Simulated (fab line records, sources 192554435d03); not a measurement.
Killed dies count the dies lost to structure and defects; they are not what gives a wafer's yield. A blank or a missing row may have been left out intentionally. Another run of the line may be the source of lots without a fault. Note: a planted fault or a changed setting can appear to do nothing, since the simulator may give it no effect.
The same fault as seen by 2 desks ; flow n5-finfet ; what lay behind the numbers comes last; until then each desk has only its own

THE TOOL OWNER'S DESK: rie-si-01
The tool's own readings at N5_DUMMY_GATE_ETCH_32 (etches SiO2 in CF4, target depth 3.5 nm, time 3.9 s): means of the sampled wafers that have a number, for each lot that ran on this tool. The brackets show how far a lot's mean lies from the usual mean; more than 4 standard deviations puts the lot out of limits, marked OUT.
Columns: A = chamber-pressure-mTorr at N5_DUMMY_GATE_ETCH_32, usual 9.999 mTorr; B = drypump-motor-current-A at N5_DUMMY_GATE_ETCH_32, usual 5.33 A; C = oes-product-au at N5_DUMMY_GATE_ETCH_32, usual 0.990 a.u.; D = throttle-valve-pct at N5_DUMMY_GATE_ETCH_32, usual 21.92 %
lot;first seen here;A;B;C;D
L617;day 4 20:29;9.998;5.22;0.979;22.09
L621;day 5 17:15;9.999;5.08;1.111 (+5.7) OUT;22.30
L623;day 6 06:02;9.993;5.43;1.302 (+15) OUT;21.97
L624;day 6 10:41;10.003;5.21;1.133 (+6.8) OUT;22.09
This desk finds L621, L623, L624 out of limits, L621 being first, at day 5 17:15 (oes-product-au at N5_DUMMY_GATE_ETCH_32). Within limits: L617.

FROM THE METROLOGY DESK
Means of the sampled wafers that have a number, per lot and without regard to the tool the lot ran on: this is what the gauges read. The brackets show how far a lot's mean lies from the usual mean; more than 4 standard deviations puts the lot out of limits, marked OUT.
Columns: A = cd-nm at N5_DUMMY_GATE_CD_MEAS_50, usual 14.0 nm; B = cd-nm at N5_DUMMY_GATE_CD_MEAS_24, usual 15.1 nm
lot;first seen here;A;B
L617;day 4 20:11;14.4;15.6
L619;day 5 06:52;14.2;15.2
L621;day 5 16:58;14.4;15.4
L623;day 6 05:45;13.5;14.6
L624;day 6 10:23;13.8;14.8
L630;day 7 22:37;14.5;15.8
L631;day 8 07:27;14.0;15.2
This desk's verdict: no lot among the 7 shows anything out of limits.

TAKEN TOGETHER
An alarm could have come from the tool owner's desk at day 5 17:15, on L621, L623, L624.
Nothing out of limits was seen by the metrology desk.
The metrology desk has L621, L623, L624 on record, within its limits.
Of the lots named, all ran N5_DUMMY_GATE_ETCH_32 on rie-si-01.

WHAT THE SIMULATOR HAD INSERTED
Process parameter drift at N5_DUMMY_GATE_ETCH_32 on rie-si-01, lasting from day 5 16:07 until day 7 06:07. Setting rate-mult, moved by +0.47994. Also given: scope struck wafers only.
Shown lots that were struck: L621, L623, L624.
Delay in hours, fault start to first out-of-limits reading, by desk: the tool owner's desk at 1.
